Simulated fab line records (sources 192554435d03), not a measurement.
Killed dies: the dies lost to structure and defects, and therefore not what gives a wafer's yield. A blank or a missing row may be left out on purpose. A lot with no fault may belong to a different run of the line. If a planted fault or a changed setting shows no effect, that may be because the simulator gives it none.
fab line records + flow n5_finfet + part 2 of 2: steps 27 to 31 of 31
record:
- lots: 5
- wafers: 15
- last_day: 17
route steps=1938 shown BEOL_M1@831 BEOL_M2@841
lots that met no fault: taken from a fault-free run of the same line
start_h: start of the lot's first displayed wafer, in hours after the record's first day + wait_h: hours since the lot's step before + " same as the row above + L1.1+2: a single row standing in for several wafers + - value missing, or start not given + * or withheld: withheld + < > ~ a bound
route shown NAME@n: NAME is a module with steps in the file, n the number in the route of the first one + usual: mean and standard deviation over wafers with no fault + same: alike in all rows + chamber/n: place in a boat + sites: the reading at each site + _std_site: the values' standard deviation + _edge_site: inner sites' mean taken away from outer sites' mean + radius_mm: how far each site lies from the wafer's centre + mask NAME#n: copy n + behind: the tool/chamber that last shaped the wafer + hold: why the lot was held/for how many hours/how that ended + device: the n, p or np transistor that did not switch + end of line: the same wafers' tests at the end of the route + a step given without rows: its recipe and nothing more + killed: not the wafer's yield, but the dies lost to structure and defects at the first sort + map: the dies of a wafer, with x for killed, . for not killed, _ for no die there
set.NAME: the setting that was run; set.NAME@STEP: the one run at that earlier step + model.NAME: the simulator's own value behind a step, which no gauge read
a table for each step, a row for each wafer; lots at some steps of the route
services: from which hour (start_h, from the record's first day; less than 0 if before it) a tool's chamber was out of use, for how many hours, and why
== steps ==
step: N5_BEOL_M2_DESCUM_16
recipe:
- chemistry: O2
- time_s: 7
- source_power_w: 50
- bias_power_w: 20
- pressure_mtorr: 20
- rf_frequency_hz: 2.712e+07
- temp_c: 40
- resist: CAR-EUV
- o2_flow_sccm: 225
usual:
- drypump_motor_current_A: 5.7/0.48
- oes_product_au: 0.83/0.079
- rf_fwd_power_W: 49.45/0.23
- rf_vpp_V: 243.5/1.3
- showerhead_plenum_p_Torr: 2.13/0.069
- temp_c: 39.99/0.1
- throttle_valve_pct: 20.30/0.25
| lot.wafer | tool        | chamber | start_h | wait_h | drypump_motor_current_A | oes_product_au | rf_fwd_power_W | rf_hours_counter_h | rf_vpp_V | showerhead_plenum_p_Torr | temp_c | throttle_valve_pct |
|-----------|-------------|---------|---------|--------|-------------------------|----------------|----------------|--------------------|----------|--------------------------|--------|--------------------|
| L077.1    | rie_diel-02 | 3       | 153.64  | 0.8    | 4.9                     | 0.82           | 49.26          | 76                 | 244.2    | 2.13                     | 39.97  | 20.12              |
| L077.4    | "           | 1       | "       | "      | 5.7                     | 0.69           | 49.52          | 248                | 244.7    | 2.13                     | 39.77  | 20.30              |
| L077.5    | "           | 0       | "       | "      | 6.4                     | 0.97           | 49.69          | -                  | 243.0    | 2.04                     | 39.94  | 20.54              |
| L078.3    | rie_diel-06 | 1       | 157.27  | 0.0    | 6.1                     | 0.78           | 49.62          | 98                 | 241.7    | 2.04                     | 40.11  | 20.50              |
| L078.4    | "           | 0       | "       | "      | 6.2                     | 0.86           | 49.54          | 46                 | 244.0    | 2.24                     | 40.00  | 20.11              |
| L078.6    | "           | 2       | "       | "      | 5.1                     | 0.88           | 49.58          | -                  | 243.9    | 2.13                     | 40.04  | 19.96              |
| L079.2    | rie_diel-06 | 0       | 157.86  | 0.0    | 6.1                     | 0.86           | 49.40          | 46                 | 244.9    | 2.24                     | 39.98  | 20.11              |
| L079.3    | "           | 1       | "       | "      | 6.1                     | 0.78           | 49.80          | 99                 | 242.1    | 2.04                     | 39.77  | 20.50              |
| L079.4    | "           | 3       | "       | "      | 5.8                     | 0.86           | 49.90          | 64                 | 245.4    | 2.19                     | 39.92  | 20.05              |
| L080.3    | rie_diel-06 | 0       | 167.15  | 0.0    | 6.1                     | 0.85           | 49.29          | 50                 | 245.1    | 2.23                     | 40.15  | 20.10              |
| L080.4    | "           | 3       | "       | "      | 5.8                     | 0.86           | 49.61          | 68                 | 244.4    | 2.19                     | 40.01  | 20.07              |
| L080.5    | "           | 0       | "       | "      | 6.1                     | 0.85           | 49.33          | -                  | 244.5    | 2.23                     | 39.87  | 20.13              |
| L097.2    | rie_diel-03 | 0       | 268.07  | 0.0    | 6.2                     | 0.80           | 49.07          | 127                | 242.7    | 2.08                     | 39.85  | 20.68              |
| L097.5    | "           | 1       | "       | "      | 5.7                     | 0.87           | 49.41          | -                  | 244.4    | 2.24                     | 40.07  | 20.42              |
| L097.6    | "           | 0       | "       | "      | 6.2                     | 0.80           | 49.11          | -                  | 243.0    | 2.08                     | 39.83  | 20.67              |
step: N5_BEOL_M2_ETCH_74
recipe:
- chemistry: N2/H2
- target: underlayer
- target_depth_a: 65
- mask_material: CAR-EUV
- time_s: 5.2
- ion_energy_ev: 200
- pressure_mtorr: 30
- source_w: 840
- bias_w: 150
- n2_flow_sccm: 200
- h2_flow_sccm: 200
- ends: cleared
usual:
- drypump_motor_current_A: 5.7/0.48
- etch_rf_on_time_s: 5.09/0.13
- oes_product_au: 0.71/0.065
- rf_fwd_power_W: 819.6/2.6
- rf_vpp_V: 524.9/2.6
- showerhead_plenum_p_Torr: 2.58/0.088
- throttle_valve_pct: 17.73/0.25
| lot.wafer | tool        | chamber | start_h | wait_h | drypump_motor_current_A | etch_rf_on_time_s | oes_product_au | rf_fwd_power_W | rf_hours_counter_h | rf_vpp_V | showerhead_plenum_p_Torr | throttle_valve_pct |
|-----------|-------------|---------|---------|--------|-------------------------|-------------------|----------------|----------------|--------------------|----------|--------------------------|--------------------|
| L077.1    | rie_diel-02 | 3       | 153.67  | 0.0    | 4.9                     | 5.13              | 0.71           | 820.1          | 76                 | 525.2    | 2.58                     | 17.52              |
| L077.4    | "           | 1       | "       | "      | 5.7                     | 5.10              | 0.58           | 821.1          | 248                | 526.2    | 2.60                     | 17.86              |
| L077.5    | "           | 0       | "       | "      | 6.5                     | 4.99              | 0.81           | 820.9          | -                  | 522.6    | 2.50                     | 18.03              |
| L078.3    | rie_diel-06 | 1       | 157.30  | 0.0    | 6.1                     | 5.06              | 0.69           | 819.0          | 98                 | 522.1    | 2.44                     | 17.70              |
| L078.4    | "           | 0       | "       | "      | 6.2                     | 5.23              | 0.73           | 816.9          | 46                 | 528.9    | 2.71                     | 17.47              |
| L078.6    | "           | 2       | "       | "      | 5.1                     | 5.04              | 0.76           | 821.3          | -                  | 525.0    | 2.60                     | 17.55              |
| L079.2    | rie_diel-06 | 0       | 157.89  | 0.0    | 6.2                     | 5.24              | 0.72           | 817.7          | 46                 | 527.4    | 2.71                     | 17.45              |
| L079.3    | "           | 1       | "       | "      | 6.1                     | 5.11              | 0.69           | 817.9          | 99                 | 522.1    | 2.44                     | 17.69              |
| L079.4    | "           | 3       | "       | "      | 5.8                     | 4.78              | 0.75           | 816.9          | 64                 | 528.2    | 2.68                     | 17.59              |
| L080.3    | rie_diel-06 | 0       | 167.18  | 0.0    | 6.2                     | 5.21              | 0.73           | 820.3          | 50                 | 529.6    | 2.71                     | 17.49              |
| L080.4    | "           | 3       | "       | "      | 5.8                     | 4.81              | 0.74           | 819.5          | 68                 | 527.6    | 2.68                     | 17.59              |
| L080.5    | "           | 0       | "       | "      | 6.2                     | 5.26              | 0.73           | 823.3          | -                  | 526.7    | 2.71                     | 17.49              |
| L097.2    | rie_diel-03 | 0       | 268.10  | 0.0    | 6.1                     | 5.33              | 0.67           | 820.7          | 127                | 523.1    | 2.55                     | 18.28              |
| L097.5    | "           | 1       | "       | "      | 5.6                     | 5.00              | 0.74           | 815.8          | -                  | 529.2    | 2.68                     | 17.52              |
| L097.6    | "           | 0       | "       | "      | 6.1                     | 5.31              | 0.66           | 820.3          | -                  | 524.6    | 2.55                     | 18.29              |
step: N5_BEOL_M2_ETCH_63
recipe:
- chemistry: CF4
- target: SiARC
- target_depth_a: 156
- mask_material: CAR-EUV
- time_s: 26
- ion_energy_ev: 80
- pressure_mtorr: 40
- source_w: 545
- bias_w: 36
- Ar_flow_sccm: 100
- cf4_flow_sccm: 100
- ends: cleared
usual:
- drypump_motor_current_A: 5.7/0.48
- etch_rf_on_time_s: 25.6/0.7
- oes_product_au: 0.71/0.066
- rf_fwd_power_W: 532.6/2.1
- rf_vpp_V: 184.4/1.1
- showerhead_plenum_p_Torr: 2.17/0.063
- throttle_valve_pct: 15.44/0.26
| lot.wafer | tool        | chamber | start_h | wait_h | drypump_motor_current_A | etch_rf_on_time_s | oes_product_au | rf_fwd_power_W | rf_hours_counter_h | rf_vpp_V | showerhead_plenum_p_Torr | throttle_valve_pct |
|-----------|-------------|---------|---------|--------|-------------------------|-------------------|----------------|----------------|--------------------|----------|--------------------------|--------------------|
| L077.1    | rie_diel-02 | 3       | 153.69  | 0.0    | 4.9                     | 25.7              | 0.70           | 526.7          | 76                 | 185.6    | 2.17                     | 15.24              |
| L077.4    | "           | 1       | "       | "      | 5.7                     | 25.8              | 0.59           | 534.4          | 248                | 183.8    | 2.19                     | 15.66              |
| L077.5    | "           | 0       | "       | "      | 6.4                     | 25.4              | 0.81           | 534.2          | -                  | 182.4    | 2.12                     | 15.76              |
| L078.3    | rie_diel-06 | 1       | 157.32  | 0.0    | 6.1                     | 25.7              | 0.68           | 535.5          | 98                 | 182.5    | 2.07                     | 15.55              |
| L078.4    | "           | 0       | "       | "      | 6.1                     | 26.8              | 0.72           | 533.9          | 46                 | 184.6    | 2.25                     | 15.06              |
| L078.6    | "           | 2       | "       | "      | 5.1                     | 25.6              | 0.75           | 532.8          | -                  | 183.1    | 2.17                     | 15.09              |
| L079.2    | rie_diel-06 | 0       | 157.91  | 0.0    | 6.2                     | 26.8              | 0.72           | 534.0          | 46                 | 185.7    | 2.25                     | 15.06              |
| L079.3    | "           | 1       | "       | "      | 6.1                     | 25.7              | 0.68           | 536.9          | 99                 | 182.5    | 2.07                     | 15.54              |
| L079.4    | "           | 3       | "       | "      | 5.8                     | 24.1              | 0.75           | 534.1          | 64                 | 183.6    | 2.26                     | 15.37              |
| L080.3    | rie_diel-06 | 0       | 167.20  | 0.0    | 6.1                     | 26.2              | 0.72           | 531.9          | 50                 | 186.9    | 2.25                     | 15.06              |
| L080.4    | "           | 3       | "       | "      | 5.8                     | 23.8              | 0.75           | 535.2          | 68                 | 184.5    | 2.25                     | 15.36              |
| L080.5    | "           | 0       | "       | "      | 6.2                     | 26.1              | 0.72           | 536.0          | -                  | 186.1    | 2.25                     | 15.08              |
| L097.2    | rie_diel-03 | 0       | 268.12  | 0.0    | 6.1                     | 26.5              | 0.67           | 531.6          | 127                | 183.4    | 2.15                     | 15.91              |
| L097.5    | "           | 1       | "       | "      | 5.6                     | 24.9              | 0.75           | 532.6          | -                  | 185.9    | 2.26                     | 15.46              |
| L097.6    | "           | 0       | "       | "      | 6.1                     | 26.6              | 0.67           | 530.3          | -                  | 183.9    | 2.15                     | 15.91              |
step: N5_BEOL_M2_ETCH_64
recipe:
- chemistry: N2/H2
- target: SOC
- target_depth_a: 750
- overetch_a: 225
- mask_material: SiARC
- temp_c: 40
- time_s: 121.9
- ion_energy_ev: 200
- pressure_mtorr: 30
- source_w: 840
- bias_w: 150
- n2_flow_sccm: 200
- h2_flow_sccm: 200
usual:
- drypump_motor_current_A: 5.7/0.48
- oes_product_au: 0.63/0.054
- rf_fwd_power_W: 836.8/2.7
- rf_vpp_V: 524.8/2.4
- showerhead_plenum_p_Torr: 2.58/0.088
- temp_c: 39.96/0.11
- throttle_valve_pct: 17.69/0.25
| lot.wafer | tool        | chamber | start_h | wait_h | drypump_motor_current_A | oes_product_au | rf_fwd_power_W | rf_hours_counter_h | rf_vpp_V | showerhead_plenum_p_Torr | temp_c | throttle_valve_pct |
|-----------|-------------|---------|---------|--------|-------------------------|----------------|----------------|--------------------|----------|--------------------------|--------|--------------------|
| L077.1    | rie_diel-02 | 3       | 153.72  | 0.0    | 4.9                     | 0.63           | 834.3          | 76                 | 525.7    | 2.58                     | 39.84  | 17.49              |
| L077.4    | "           | 1       | "       | "      | 5.7                     | 0.53           | 841.7          | 248                | 524.8    | 2.60                     | 40.01  | 17.83              |
| L077.5    | "           | 0       | "       | "      | 6.5                     | 0.72           | 834.1          | -                  | 522.3    | 2.50                     | 39.94  | 17.99              |
| L078.3    | rie_diel-06 | 1       | 157.35  | 0.0    | 6.1                     | 0.60           | 840.9          | 98                 | 521.1    | 2.44                     | 39.91  | 17.64              |
| L078.4    | "           | 0       | "       | "      | 6.2                     | 0.64           | 839.4          | 46                 | 526.9    | 2.71                     | 39.98  | 17.44              |
| L078.6    | "           | 2       | "       | "      | 5.1                     | 0.67           | 835.0          | -                  | 524.7    | 2.60                     | 40.09  | 17.46              |
| L079.2    | rie_diel-06 | 0       | 157.94  | 0.0    | 6.1                     | 0.65           | 833.5          | 46                 | 527.5    | 2.71                     | 39.91  | 17.43              |
| L079.3    | "           | 1       | "       | "      | 6.1                     | 0.60           | 837.5          | 99                 | 521.0    | 2.44                     | 39.99  | 17.64              |
| L079.4    | "           | 3       | "       | "      | 5.8                     | 0.64           | 843.7          | 64                 | 526.9    | 2.68                     | 39.96  | 17.52              |
| L080.3    | rie_diel-06 | 0       | 167.23  | 0.0    | 6.1                     | 0.64           | 835.8          | 50                 | 527.2    | 2.71                     | 39.92  | 17.43              |
| L080.4    | "           | 3       | "       | "      | 5.8                     | 0.63           | 840.8          | 68                 | 528.2    | 2.68                     | 40.15  | 17.53              |
| L080.5    | "           | 0       | "       | "      | 6.1                     | 0.65           | 836.6          | -                  | 528.0    | 2.71                     | 39.86  | 17.44              |
| L097.2    | rie_diel-03 | 0       | 268.14  | 0.0    | 6.2                     | 0.60           | 836.0          | 127                | 524.4    | 2.55                     | 39.98  | 18.22              |
| L097.5    | "           | 1       | "       | "      | 5.7                     | 0.65           | 835.9          | -                  | 527.8    | 2.68                     | 39.69  | 17.51              |
| L097.6    | "           | 0       | "       | "      | 6.1                     | 0.60           | 835.7          | -                  | 522.9    | 2.55                     | 40.10  | 18.24              |
step: N5_BEOL_M2_STRIP_65
recipe:
- chemistry: N2/H2
- temp_c: 40
- n2_flow_sccm: 200
- h2_flow_sccm: 200
- rf_frequency_hz: 6e+07
| lot.wafer  | tool        | chamber | start_h | wait_h |
|------------|-------------|---------|---------|--------|
| L077.1+4+5 | rie_diel-02 | 3,1,0   | 153.83  | 0.1    |
| L078.3+4+6 | rie_diel-06 | 1,0,2   | 157.46  | 0.1    |
| L079.2+3+4 | rie_diel-06 | 0,1,3   | 158.05  | 0.1    |
| L080.3+4+5 | rie_diel-06 | 0,3,0   | 167.34  | 0.1    |
| L097.2+5+6 | rie_diel-03 | 0,1,0   | 268.26  | 0.1    |
== services ==
| tool           | chamber | start_h | hours | kind   |
|----------------|---------|---------|-------|--------|
| euv_scanner-01 | -       | 140.71  | 1.0   | pm     |
| pecvd-01       | -       | 158.67  | 0.7   | repair |
| cvd_co-01      | 0       | 163.50  | 9.1   | repair |
| ecd_cu-02      | -       | 172.97  | 0.4   | repair |
| rie_diel-02    | 2       | 177.14  | 9.3   | repair |
| rie_diel-02    | 1       | 178.63  | 14.1  | repair |
| rie_diel-03    | 1       | 186.86  | 6.5   | repair |
| pecvd-04       | -       | 186.89  | 6.0   | pm     |
| pecvd-03       | -       | 194.16  | 6.6   | repair |
| euv_scanner-01 | -       | 196.86  | 1.0   | pm     |
| pecvd-04       | 1       | 198.86  | 14.1  | repair |
| rie_diel-03    | 1       | 202.38  | 5.7   | repair |
| cmp-01         | -       | 204.15  | 0.5   | repair |
| ecd_cu-02      | -       | 206.87  | 0.3   | repair |
| rie_diel-03    | -       | 207.12  | 0.4   | repair |
| euv_scanner-01 | -       | 207.38  | 1.3   | repair |
| rie_diel-02    | 2       | 220.79  | 6.6   | repair |
| rie_diel-02    | 3       | 222.10  | 1.4   | repair |
| euv_scanner-01 | -       | 231.55  | 18.0  | repair |
| rtp_anneal-02  | -       | 236.21  | 4.7   | pm     |
| rie_diel-03    | 2       | 246.73  | 2.6   | repair |
| euv_scanner-01 | -       | 253.01  | 1.0   | pm     |
| euv_scanner-01 | -       | 254.02  | 4.6   | pm     |
| pecvd-03       | -       | 257.52  | 0.3   | repair |
